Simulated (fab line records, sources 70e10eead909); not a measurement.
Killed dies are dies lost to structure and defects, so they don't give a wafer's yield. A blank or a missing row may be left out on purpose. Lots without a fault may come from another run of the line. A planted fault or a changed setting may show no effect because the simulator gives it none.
fab line records | flow nand_harc
record lots=13 wafers=38 last_day=25
route steps=1159 shown P_M0@277 P_M1@293
lots that met no fault: from a run of the same line without faults
start_h: hours from the record's first day to the start of the lot's first wafer shown | wait_h: hours since the lot's step before | " the same as in the row above | L1.1+2: a row that stands for several wafers | - no value, or no start given | * or withheld: withheld | < > ~ a bound
route shown NAME@n: a module of which the file shows steps, and the number in the route of the first | usual: mean/standard deviation of fault-free wafers | same: alike in all rows | chamber/n: place in a boat | sites: the reading at each site | _std_site: their standard deviation | _edge_site: outer sites' mean less inner sites' | radius_mm: how far each site lies from the wafer's centre | mask NAME#n: copy n | behind: the tool/chamber that last shaped the wafer | hold: why the lot was held/for how many hours/how that ended | device: the transistor (n, p or np) that didn't switch | end of line: the same wafers' tests at the end of the route | a step without rows: its recipe alone | killed: dies lost to structure and defects at the first sort, not the wafer's yield | map: a wafer's dies, x killed, . not, _ none there
set.NAME: the setting as run; set.NAME@STEP: as run at that earlier step | model.NAME: the simulator's own value behind a step, which no gauge read
steps of the route over a sample of lots; a table a step, a row a wafer
services: from which hour (start_h, from the record's first day; less than 0 if before it) a tool's chamber was out of use, for how many hours, and why
## steps
# step NHARC_P_M0_ANNEAL_30
# recipe temp_c=225 time_s=90
# usual wafer_temp_C_max=225.76/0.22
# columns lot.wafer tool chamber start_h wait_h wafer_temp_C_max
L370.2 rtp_anneal-02 0 122.83 0.4 225.73
L370.4 " 0 " " 225.72
L370.5 " 0 " " 225.62
L372.2 rtp_anneal-02 0 135.67 - 225.55
L372.4 " 0 " " 225.57
L372.6 " 0 " " 225.62
L371.1 rtp_anneal-02 0 138.43 0.3 225.90
L371.3 " 0 " " 225.61
L371.6 " 0 " " 225.19
L374.1 rtp_anneal-01 0 152.55 0.3 225.82
L374.3 " 0 " " 225.79
L374.6 " 0 " " 225.69
L376.2 rtp_anneal-01 0 157.50 - 225.70
L376.4 " 0 " " 225.81
L376.5 " 0 " " 225.74
L377.1 rtp_anneal-02 0 170.27 0.3 225.84
L377.3 " 0 " " 225.60
L377.4 " 0 " " 225.83
L379.1 rtp_anneal-01 0 175.59 - 225.71
L379.2 " 0 " " 225.14
L379.6 " 0 " " 225.49
L378.2 rtp_anneal-02 0 178.19 0.3 225.74
L378.3 " 0 " " 225.58
L378.4 " 0 " " 225.31
L380.1 rtp_anneal-02 0 180.76 - 225.90
L380.5 " 0 " " 225.57
L380.6 " 0 " " 226.11
L383.1 rtp_anneal-01 0 208.82 0.3 225.62
L383.4 " 0 " " 225.55
L389.1 rtp_anneal-01 0 241.94 - 225.86
L389.3 " 0 " " 225.50
L389.5 " 0 " " 225.81
L391.1 rtp_anneal-02 0 246.07 0.4 225.65
L391.5 " 0 " " 225.49
L391.6 " 0 " " 225.67
L390.1 rtp_anneal-01 0 246.28 0.3 225.84
L390.4 " 0 " " 226.41
L390.6 " 0 " " 226.09
# step NHARC_P_M1_PEB_07
# recipe peb_temp_c=100 peb_time_s=65
# usual heater_power_total_W=156.6/0.4 plate_temp_C=100.02/0.14 resist_line_temp_C=23.00/0.1
# columns lot.wafer tool chamber start_h wait_h heater_power_total_W plate_temp_C resist_line_temp_C
L370.2 litho_track-01 0 124.94 0.1 157.0 100.09 22.96
L370.4 " 0 " " 156.1 100.25 22.90
L370.5 " 0 " " 157.0 100.07 22.91
L372.2 litho_track-01 0 137.61 0.1 156.3 100.12 23.01
L372.4 " 0 " " 156.6 99.92 22.98
L372.6 " 0 " " 156.9 99.98 23.02
L371.1 litho_track-04 0 140.53 0.1 156.0 99.84 22.93
L371.3 " 0 " " 156.0 99.67 23.05
L371.6 " 0 " " 156.9 99.97 23.01
L374.1 litho_track-04 0 154.70 0.1 156.0 100.07 22.89
L374.3 " 0 " " 156.0 100.11 23.17
L374.6 " 0 " " 157.0 100.12 23.02
L376.2 litho_track-01 0 159.73 0.1 156.2 99.89 22.95
L376.4 " 0 " " 157.0 100.03 22.90
L376.5 " 0 " " 156.1 99.94 23.03
L377.1 litho_track-01 0 172.40 0.1 156.8 99.74 23.13
L377.3 " 0 " " 156.0 100.03 23.07
L377.4 " 0 " " 157.1 99.80 23.03
L379.1 litho_track-06 0 177.60 0.1 156.7 99.90 23.19
L379.2 " 0 " " 156.4 99.79 23.23
L379.6 " 0 " " 155.9 100.04 23.04
L378.2 litho_track-06 0 180.31 0.1 157.2 99.99 23.16
L378.3 " 0 " " 157.1 99.99 23.00
L378.4 " 0 " " 156.2 99.89 23.03
L380.1 litho_track-01 0 182.78 0.1 157.0 100.02 22.84
L380.5 " 0 " " 156.8 99.86 22.93
L380.6 " 0 " " 157.2 99.96 23.04
L383.1 litho_track-06 0 210.96 0.1 161.7 - 23.04
L383.4 " 0 " " 155.9 99.93 22.87
L389.1 litho_track-06 0 244.49 0.1 161.8 - 22.91
L389.3 " 0 " " 157.2 99.87 23.05
L389.5 " 0 " " 160.7 - 22.99
L391.1 litho_track-04 0 248.20 0.1 157.0 100.00 22.95
L391.5 " 0 " " 156.5 100.22 22.97
L391.6 " 0 " " 156.0 99.94 22.90
L390.1 litho_track-04 0 248.48 0.1 157.2 99.97 22.98
L390.4 " 0 " " 156.7 100.35 23.00
L390.6 " 0 " " 156.9 100.27 22.99
# step NHARC_P_M1_CD_MEAS_09
# recipe target_cd_nm=130 landing_energy_ev=500
# usual cd_nm=130.3/0.61
# columns lot.wafer tool chamber start_h wait_h cd_nm
L370.2 cd_sem-03 0 125.02 - 130.5
L370.4 " 0 " " 129.5
L370.5 " 0 " " 130.5
L372.2 cd_sem-01 0 137.69 - 130.4
L372.4 " 0 " " 130.0
L372.6 " 0 " " 130.3
L371.1 cd_sem-02 0 140.61 - 129.3
L371.3 " 0 " " 130.8
L371.6 " 0 " " 130.2
L374.1 cd_sem-03 0 154.78 - 131.5
L374.3 " 0 " " 130.3
L374.6 " 0 " " 130.0
L376.2 cd_sem-02 0 159.81 - 130.7
L376.4 " 0 " " 130.3
L376.5 " 0 " " 131.1
L377.1 cd_sem-03 0 172.48 - 130.3
L377.3 " 0 " " 130.1
L377.4 " 0 " " 131.0
L379.1 cd_sem-02 0 177.68 - 129.9
L379.2 " 0 " " 130.3
L379.6 " 0 " " 129.4
L378.2 cd_sem-02 0 180.39 - 130.7
L378.3 " 0 " " 130.1
L378.4 " 0 " " 130.3
L380.1 cd_sem-03 0 182.86 - 130.1
L380.5 " 0 " " 130.4
L380.6 " 0 " " 130.6
L383.1 cd_sem-03 0 211.04 - 127.9
L383.4 " 0 " " 129.7
L389.1 cd_sem-01 0 244.57 - 128.9
L389.3 " 0 " " 130.3
L389.5 " 0 " " 128.9
L391.1 cd_sem-03 0 248.28 - 130.9
L391.5 " 0 " " 129.2
L391.6 " 0 " " 130.2
L390.1 cd_sem-03 0 248.56 - 129.5
L390.4 " 0 " " 129.1
L390.6 " 0 " " 129.6
# step NHARC_P_M1_CD_MEAS_16
# usual cd_nm=130.2/1.1
# columns lot.wafer tool chamber start_h wait_h cd_nm
L370.2 cd_sem-01 - 125.51 - 130.8
L370.4 " - " " 128.3
L370.5 " - " " 130.5
L372.2 cd_sem-02 - 138.18 - 132.0
L372.4 " - " " 129.0
L372.6 " - " " 129.9
L371.1 cd_sem-02 - 141.10 - 130.8
L371.3 " - " " 132.0
L371.6 " - " " 130.1
L374.1 cd_sem-01 - 155.26 - 131.7
L374.3 " - " " 129.0
L374.6 " - " " 131.5
L376.2 cd_sem-02 - 160.30 - 130.1
L376.4 " - " " 130.4
L376.5 " - " " 131.1
L377.1 cd_sem-02 - 172.97 - 130.0
L377.3 " - " " 130.5
L377.4 " - " " 132.7
L379.1 cd_sem-03 - 178.17 - 131.6
L379.2 " - " " 130.7
L379.6 " - " " 129.0
L378.2 cd_sem-03 - 180.88 - 130.1
L378.3 " - " " 129.5
L378.4 " - " " 130.2
L380.1 cd_sem-03 - 183.37 - 127.8
L380.5 " - " " 130.0
L380.6 " - " " 129.3
L383.1 cd_sem-03 - 211.57 - 127.3
L383.4 " - " " 128.4
L389.1 cd_sem-03 - 245.06 - 128.7
L389.3 " - " " 130.7
L389.5 " - " " 128.3
L391.1 cd_sem-01 - 248.77 - 130.4
L391.5 " - " " 126.9
L391.6 " - " " 130.1
L390.1 cd_sem-01 - 249.05 - 129.4
L390.4 " - " " 129.3
L390.6 " - " " 128.5
# step NHARC_P_M1_PVD_20
# recipe target_thk_a=50 bias_v=168.6 power_w=15000 chamber_pressure_pa=0.12 time_s=8.06 substrate_temp_c=50 material=TaN
# usual throttle_valve_pct=30.2/1.2
# columns lot.wafer tool chamber start_h wait_h throttle_valve_pct
L370.4 pvd_sputter-03 - - - 30.6
L370.2 " - " " 31.6
L370.5 " - " " 29.8
L372.2 pvd_sputter-03 - - - 29.9
L372.4 " - " " 30.1
L372.6 " - " " 31.9
L371.1 pvd_sputter-02 - - - 29.2
L371.3 " - " " 31.5
L371.6 " - " " 31.4
L374.1 pvd_sputter-02 - 156.20 0.1 31.3
L374.3 " - " " 29.4
L374.6 " - " " 31.3
L376.4 pvd_sputter-03 - - - 31.6
L376.2 " - " " 30.7
L376.5 " - " " 31.9
L377.4 pvd_sputter-02 - - - 27.9
L377.3 " - " " 28.9
L377.1 " - " " 31.7
L379.1 pvd_sputter-03 - - - 29.7
L379.2 " - " " 31.5
L379.6 " - " " 29.8
L378.4 pvd_sputter-03 - - - 29.7
L378.3 " - " " 30.1
L378.2 " - " " 31.6
L380.1 pvd_sputter-02 - - - 31.2
L380.5 " - " " 27.8
L380.6 " - " " 29.3
L383.1 pvd_sputter-03 - - - 29.5
L383.4 " - " " 30.2
L389.3 pvd_sputter-01 - - - 30.6
L389.1 " - " " 30.4
L389.5 " - " " 31.1
L391.1 pvd_sputter-02 - - - 28.3
L391.6 " - " " 30.6
L391.5 " - " " 32.0
L390.1 pvd_sputter-01 - - - 30.9
L390.4 " - " " 30.6
L390.6 " - " " 30.3
## services
# columns tool chamber start_h hours kind
pvd_sputter-03 - 102.00 10.0 pm
litho_track-06 - 117.00 7.0 pm
pvd_sputter-01 - 118.21 63.5 repair
litho_track-04 - 141.00 7.0 pm
pvd_sputter-01 - 181.74 10.0 pm
pvd_sputter-01 - 199.24 6.4 repair
pvd_sputter-02 - 217.21 10.0 pm
pvd_sputter-03 - 245.48 3.0 repair
## key
first_sign step=NHARC_P_M1_PEB_07 reading=heater_power_total_W direction=up sigmas=12 usual=* struck=*
effect step=NHARC_P_M1_CD_MEAS_09 reading=cd_nm direction=down sigmas=2.8 usual=130.3 struck=128.6
met_at NHARC_P_M1_PEB_07
struck_lots L383,L389
struck_wafers L383.1,L389.1,L389.5
sort_left_out L383.1
not_acting_at NHARC_P_M0_ANNEAL_30,NHARC_P_M1_CD_MEAS_16,NHARC_P_M1_PVD_20
onset_between 180.31 210.96
fault kind=process_parameter_drift tool=litho_track-06 chamber=- onset_h=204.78 steps=NHARC_P_M1_PEB_07 channel=peb_time_s offset=* shape=step end_h=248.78 scope=struck_wafers_only acts_in=* stated=*
# sort_left_out: the simulated sort isn't trusted on such a fault, so these wafers' sort isn't shown, and their yield isn't known
